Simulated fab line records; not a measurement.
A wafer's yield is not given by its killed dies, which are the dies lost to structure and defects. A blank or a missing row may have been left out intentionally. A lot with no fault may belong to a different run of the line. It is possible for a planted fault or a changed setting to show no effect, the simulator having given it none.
What tool caused it? -- flow n5-finfet -- 11 lots with 33 wafers sampled at 3 steps, on a route of 1938 steps

WHAT THE GAUGES READ, wafer by wafer
N5_MOL_CONTACT_COAG_INSPECT_57: inspects for defects (brightfield).
lot,measured,on,raw-defect-count
L075,day 5 13:51,defect-inspect-01,295 242 223
L077,day 5 20:51,defect-inspect-02,170 144 152
L079,day 6 10:35,defect-inspect-01,184 238 129
L081,day 6 23:38,defect-inspect-02,80 108 136
L083,day 7 08:31,defect-inspect-01,203 289 301
L086,day 8 02:32,defect-inspect-01,170 224 219
L088,day 8 16:58,defect-inspect-02,173 196 118
L090,day 9 01:03,defect-inspect-02,78 79 104
L092,day 9 17:40,defect-inspect-02,142 218 142
L094,day 10 06:51,defect-inspect-01,191 217 238
L096,day 10 16:06,defect-inspect-02,160 160 132

TOOL THAT RAN EACH LOT (tool first, then ch and the chambers of the sampled wafers, then the start)
lot,N5_MOL_CONTACT_COAG_ETCH_106,N5_MOL_CONTACT_COAG_ALD_27
L075,"rie-diel-03 ch 0,1,3, day 5 05:18","ald-sin-02 ch 0,1, day 5 10:44"
L077,"rie-diel-06 ch 1,2,3, day 5 12:07","ald-sin-04 ch 0,3, day 5 18:01"
L079,"rie-diel-06 ch 1,2, day 6 01:33","ald-sin-01 ch 1,2,3, day 6 07:43"
L081,"rie-diel-03 ch 0,3, day 6 12:41","ald-sin-01 ch 0,2,3, day 6 20:41"
L083,"rie-diel-06 ch 1,2,3, day 6 22:59","ald-sin-01 ch 0,1,3, day 7 05:41"
L086,"rie-diel-05 ch 0,1,2, day 7 17:04","ald-sin-02 ch 0,1,3, day 7 23:29"
L088,"rie-diel-05 ch 1,3, day 8 05:28","ald-sin-04 ch 0,2,3, day 8 12:19"
L090,"rie-diel-06 ch 1,2,3, day 8 16:24","ald-sin-01 ch 0,1,3, day 8 21:30"
L092,"rie-diel-06 ch 0,1,2, day 9 05:28","ald-sin-01 ch 1,2,3, day 9 14:40"
L094,"rie-diel-05 ch 0,2,3, day 9 20:34","ald-sin-02 ch 1,2,3, day 10 03:49"
L096,"rie-diel-05 ch 1,3, day 10 05:56","ald-sin-01 ch 0,1,2, day 10 12:45"
- N5_MOL_CONTACT_COAG_ETCH_106: etches SOC in N2/H2, target depth 80 nm, overetch 16 nm, time 120 s.
- N5_MOL_CONTACT_COAG_ALD_27: deposits SiOC, target thk 17 nm, pulse time 1.5 s, time 2720 s.

THE ANSWER, worked out from the rows above alone
Rule: usual is defined by the lots themselves. The widest of any qualifying gaps counts: lots, ordered by their means at a reading, are off when they make up no more than a third of the lots, leave a main group of 4 or more, and stand apart from it by 3 or more times the standard deviation of that group's means. A main group whose means are all the same, to the digits that the tables above print for the reading, isn't used. Also off: a lot with no number at a reading for which 4 or more lots have one. The other lots that the step has rows for count as sound.
None of the lots is off at any reading shown; this tells nothing.

WHAT THE SIMULATOR HAD PUT IN
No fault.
